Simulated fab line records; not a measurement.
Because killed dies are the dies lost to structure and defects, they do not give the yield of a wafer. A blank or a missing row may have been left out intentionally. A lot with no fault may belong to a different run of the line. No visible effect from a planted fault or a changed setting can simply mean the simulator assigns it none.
Matching of chambers -- flow nandHarc -- NHARC_P_M2_DESCUM_14 on rieDiel-01 has 4 sister chambers
The step chemistry O2, time 3 s. 16 wafers are shown with their chamber, then 8 later ones without.

== EACH WAFER AND ITS CHAMBER ==
wafer,chamber,drypumpMotorCurrentA (A),oesProductAu (a.u.),throttleValvePct (%)
L074.3,1,5.4,1.002,11.307
L074.4,2,5.6,0.989,11.329
L074.6,2,5.6,0.986,11.305
L075.1,1,5.4,1.002,11.320
L075.2,2,5.6,0.984,11.308
L075.4,0,4.9,0.994,11.309
L076.1,1,5.4,0.996,11.311
L076.4,2,5.6,0.990,11.304
L076.6,3,5.7,0.991,11.309
L084.1,3,5.7,0.996,11.328
L084.3,2,5.7,0.989,11.308
L084.6,0,4.9,1.002,11.311
L087.2,2,5.7,0.993,11.305
L087.3,1,5.4,1.011,11.324
L087.5,1,5.4,1.008,11.322
L089.2,3,5.7,1.009,11.306

SIGNATURES (means of the wafers above)
reading,chamber 0,chamber 1,chamber 2,chamber 3,scatter within a chamber
drypumpMotorCurrentA,4.900,5.400,5.633,5.700,0.0333
oesProductAu,0.99800,1.00380,0.98850,0.99867,0.00571
throttleValvePct,11.31000,11.31680,11.30983,11.31433,0.00895
Rule: for each reading, subtract the chamber's mean from the wafer's reading, divide by that reading's scatter and square the result; add these up over the readings and take the root, which gives the wafer's distance from the chamber. The wafer belongs to the nearest chamber; if the next one is less than 2 further off, it can't be placed. The scatter: the root of (the sum of the squares of (reading less its chamber's mean) over the shown wafers, divided by (wafers less chambers)).

== WAFERS WHOSE CHAMBER IS MISSING ==
wafer,drypumpMotorCurrentA (A),oesProductAu (a.u.),throttleValvePct (%)
L089.3,4.9,0.999,11.313
L089.4,5.4,0.997,11.320
L094.1,5.7,0.996,11.306
L094.2,4.9,0.997,11.308
L094.4,5.4,1.005,11.313
L096.2,5.4,1.000,11.302
L096.5,5.6,0.980,11.319
L096.6,5.4,0.990,11.316

== EACH ONE'S CHAMBER ==
wafer,from the rows above,in truth
L089.3,0,0
L089.4,1,1
L094.1,can't be placed: 3 or 2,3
L094.2,0,0
L094.4,1,1
L096.2,1,1
L096.5,2,2
L096.6,1,1
Correctly placed: 7 of 8. Not placeable from these rows: 1 (in 1, the candidates include the true chamber). Placed wrongly: 0.
